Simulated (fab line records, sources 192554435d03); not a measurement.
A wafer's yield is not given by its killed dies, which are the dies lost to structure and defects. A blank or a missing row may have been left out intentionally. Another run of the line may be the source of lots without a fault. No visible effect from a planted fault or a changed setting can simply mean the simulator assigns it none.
Split-lot experiment / flow n5-finfet / 7 lots, 39 wafers read, on a route of 1938 steps

== SPLIT DETAILS ==
At N5_BEOL_M1_HM_DEP_02 (deposits TiN, target thk 20 nm), the setting target-thk-a was moved away from the recipe's 200 angstrom on 9 of the 39 wafers read, by -29.1% to +22.4%. All remaining wafers had this setting at the recipe value.

== FROM THE SPLIT TO THE READING: what the file shows between them, 4 steps ==
- N5_BEOL_M1_COAT_61: time 60 s, resist thk 60 nm
- N5_BEOL_M1_COAT_62: time 60 s, resist thk 12 nm
- N5_BEOL_M1_STRIP_75: strips in N2/H2
- N5_BEOL_M1_STRIP_66: strips in CF4

== THE READING ==
etch.depth-nm (the simulator's own value, which no gauge read), in nm, at N5_BEOL_M1_HM_OPEN_17 (chemistry Cl2/BCl3, target TiN, target depth 20 nm, overetch 6 nm). The file does not state a usual value for it. The 30 wafers here that ran the recipe average 20.01 nm, standard deviation 0.32 nm.

wafer=L075.1; tool, chamber at the split=pvd-sputter-02, -; target-thk-a as run, angstrom=244.8; against the recipe=+22.4%; etch.depth-nm, nm=24.4; against lot-mates on the recipe=+4.29
wafer=L075.2; tool, chamber at the split=pvd-sputter-02, -; target-thk-a as run, angstrom=244.8; against the recipe=+22.4%; etch.depth-nm, nm=24.58; against lot-mates on the recipe=+4.47
wafer=L075.3; tool, chamber at the split=pvd-sputter-02, -; target-thk-a as run, angstrom=200; against the recipe=recipe; etch.depth-nm, nm=19.9; against lot-mates on the recipe=-
wafer=L075.4; tool, chamber at the split=pvd-sputter-02, -; target-thk-a as run, angstrom=200; against the recipe=recipe; etch.depth-nm, nm=20.44; against lot-mates on the recipe=-
wafer=L075.5; tool, chamber at the split=pvd-sputter-02, -; target-thk-a as run, angstrom=200; against the recipe=recipe; etch.depth-nm, nm=19.99; against lot-mates on the recipe=-
wafer=L075.6; tool, chamber at the split=pvd-sputter-02, -; target-thk-a as run, angstrom=244.8; against the recipe=+22.4%; etch.depth-nm, nm=24.42; against lot-mates on the recipe=+4.31
wafer=L078.1; tool, chamber at the split=pvd-sputter-02, -; target-thk-a as run, angstrom=200; against the recipe=recipe; etch.depth-nm, nm=20.42; against lot-mates on the recipe=-
wafer=L078.2; tool, chamber at the split=pvd-sputter-02, -; target-thk-a as run, angstrom=200; against the recipe=recipe; etch.depth-nm, nm=20.87; against lot-mates on the recipe=-
wafer=L078.3; tool, chamber at the split=pvd-sputter-02, -; target-thk-a as run, angstrom=200; against the recipe=recipe; etch.depth-nm, nm=20.34; against lot-mates on the recipe=-
wafer=L078.4; tool, chamber at the split=pvd-sputter-02, -; target-thk-a as run, angstrom=200; against the recipe=recipe; etch.depth-nm, nm=20.26; against lot-mates on the recipe=-
wafer=L078.5; tool, chamber at the split=pvd-sputter-02, -; target-thk-a as run, angstrom=200; against the recipe=recipe; etch.depth-nm, nm=20.35; against lot-mates on the recipe=-
wafer=L078.6; tool, chamber at the split=pvd-sputter-02, -; target-thk-a as run, angstrom=200; against the recipe=recipe; etch.depth-nm, nm=20.82; against lot-mates on the recipe=-
wafer=L079.1; tool, chamber at the split=pvd-sputter-03, -; target-thk-a as run, angstrom=200; against the recipe=recipe; etch.depth-nm, nm=19.57; against lot-mates on the recipe=-
wafer=L079.2; tool, chamber at the split=pvd-sputter-03, -; target-thk-a as run, angstrom=141.8; against the recipe=-29.1%; etch.depth-nm, nm=13.82; against lot-mates on the recipe=-5.77
wafer=L079.3; tool, chamber at the split=pvd-sputter-03, -; target-thk-a as run, angstrom=141.8; against the recipe=-29.1%; etch.depth-nm, nm=13.68; against lot-mates on the recipe=-5.91
wafer=L079.4; tool, chamber at the split=pvd-sputter-03, -; target-thk-a as run, angstrom=141.8; against the recipe=-29.1%; etch.depth-nm, nm=13.87; against lot-mates on the recipe=-5.72
wafer=L079.5; tool, chamber at the split=pvd-sputter-03, -; target-thk-a as run, angstrom=200; against the recipe=recipe; etch.depth-nm, nm=19.59; against lot-mates on the recipe=-
wafer=L079.6; tool, chamber at the split=pvd-sputter-03, -; target-thk-a as run, angstrom=200; against the recipe=recipe; etch.depth-nm, nm=19.61; against lot-mates on the recipe=-
wafer=L087.1; tool, chamber at the split=pvd-sputter-03, -; target-thk-a as run, angstrom=200; against the recipe=recipe; etch.depth-nm, nm=19.85; against lot-mates on the recipe=-
wafer=L087.2; tool, chamber at the split=pvd-sputter-03, -; target-thk-a as run, angstrom=200; against the recipe=recipe; etch.depth-nm, nm=19.9; against lot-mates on the recipe=-
wafer=L087.3; tool, chamber at the split=pvd-sputter-03, -; target-thk-a as run, angstrom=200; against the recipe=recipe; etch.depth-nm, nm=19.69; against lot-mates on the recipe=-
wafer=L087.4; tool, chamber at the split=pvd-sputter-03, -; target-thk-a as run, angstrom=200; against the recipe=recipe; etch.depth-nm, nm=20.13; against lot-mates on the recipe=-
wafer=L087.5; tool, chamber at the split=pvd-sputter-03, -; target-thk-a as run, angstrom=200; against the recipe=recipe; etch.depth-nm, nm=19.8; against lot-mates on the recipe=-
wafer=L087.6; tool, chamber at the split=pvd-sputter-03, -; target-thk-a as run, angstrom=200; against the recipe=recipe; etch.depth-nm, nm=19.83; against lot-mates on the recipe=-
wafer=L088.2; tool, chamber at the split=pvd-sputter-03, -; target-thk-a as run, angstrom=200; against the recipe=recipe; etch.depth-nm, nm=20.02; against lot-mates on the recipe=-
wafer=L088.3; tool, chamber at the split=pvd-sputter-03, -; target-thk-a as run, angstrom=200; against the recipe=recipe; etch.depth-nm, nm=19.9; against lot-mates on the recipe=-
wafer=L088.4; tool, chamber at the split=pvd-sputter-03, -; target-thk-a as run, angstrom=200; against the recipe=recipe; etch.depth-nm, nm=19.71; against lot-mates on the recipe=-
wafer=L092.1; tool, chamber at the split=pvd-sputter-03, -; target-thk-a as run, angstrom=200; against the recipe=recipe; etch.depth-nm, nm=19.98; against lot-mates on the recipe=-
wafer=L092.2; tool, chamber at the split=pvd-sputter-03, -; target-thk-a as run, angstrom=200; against the recipe=recipe; etch.depth-nm, nm=19.78; against lot-mates on the recipe=-
wafer=L092.3; tool, chamber at the split=pvd-sputter-03, -; target-thk-a as run, angstrom=200; against the recipe=recipe; etch.depth-nm, nm=19.96; against lot-mates on the recipe=-
wafer=L092.4; tool, chamber at the split=pvd-sputter-03, -; target-thk-a as run, angstrom=200; against the recipe=recipe; etch.depth-nm, nm=19.81; against lot-mates on the recipe=-
wafer=L092.5; tool, chamber at the split=pvd-sputter-03, -; target-thk-a as run, angstrom=200; against the recipe=recipe; etch.depth-nm, nm=19.79; against lot-mates on the recipe=-
wafer=L092.6; tool, chamber at the split=pvd-sputter-03, -; target-thk-a as run, angstrom=200; against the recipe=recipe; etch.depth-nm, nm=20.09; against lot-mates on the recipe=-
wafer=L093.1; tool, chamber at the split=pvd-sputter-02, -; target-thk-a as run, angstrom=200; against the recipe=recipe; etch.depth-nm, nm=19.93; against lot-mates on the recipe=-
wafer=L093.2; tool, chamber at the split=pvd-sputter-02, -; target-thk-a as run, angstrom=145.1; against the recipe=-27.5%; etch.depth-nm, nm=14.83; against lot-mates on the recipe=-5.16
wafer=L093.3; tool, chamber at the split=pvd-sputter-02, -; target-thk-a as run, angstrom=200; against the recipe=recipe; etch.depth-nm, nm=20.11; against lot-mates on the recipe=-
wafer=L093.4; tool, chamber at the split=pvd-sputter-02, -; target-thk-a as run, angstrom=145.1; against the recipe=-27.5%; etch.depth-nm, nm=14.37; against lot-mates on the recipe=-5.62
wafer=L093.5; tool, chamber at the split=pvd-sputter-02, -; target-thk-a as run, angstrom=200; against the recipe=recipe; etch.depth-nm, nm=19.94; against lot-mates on the recipe=-
wafer=L093.6; tool, chamber at the split=pvd-sputter-02, -; target-thk-a as run, angstrom=145.1; against the recipe=-27.5%; etch.depth-nm, nm=14.54; against lot-mates on the recipe=-5.45

THE FIT
A straight line over all 39 wafers: etch.depth-nm changes by +0.204 nm for each +1% of target-thk-a; r = +0.99; the points scatter about the line by 0.31 nm.
The same after taking each lot's own level away (the mean of its wafers on the recipe; 39 wafers): +0.197 nm for each +1%; r = +1.00; scatter 0.16 nm.
The reading moves by 5.7 nm for the largest change in target-thk-a, on that fit.
The lots' own levels span 19.590 to 20.510 nm, that is 2.9 times the standard deviation above.
So the lot-to-lot level changes the slope little: the two slopes agree.
Check: -5.75 nm against its lot-mates is what the line predicts for one of the wafers moved furthest among these (-29.1%) when that wafer is left out of the fit. It came out at -5.77 nm against them.

== THE WHOLE CHAIN: every reading that the file lists as answering this split, in the file's order ==
step=N5_BEOL_M1_HM_DEP_02; what it does=deposits TiN, target thk 20 nm; reading=TiN_of_BEOL_M1_HM_DEP_02.thk-nm (the simulator's own value, which no gauge read); change (the file's fit)=+0.199 nm for each +1% of the setting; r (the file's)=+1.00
step=N5_BEOL_M1_HM_OPEN_17; what it does=chemistry Cl2/BCl3, target TiN, target depth 20 nm, overetch 6 nm; reading=etch.depth-nm (the simulator's own value, which no gauge read); change (the file's fit)=+0.197 nm for each +1% of the setting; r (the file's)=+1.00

== FILE'S OWN FIT ==
etch.depth-nm changes by +0.197 nm for each +1% of target-thk-a, r = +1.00.
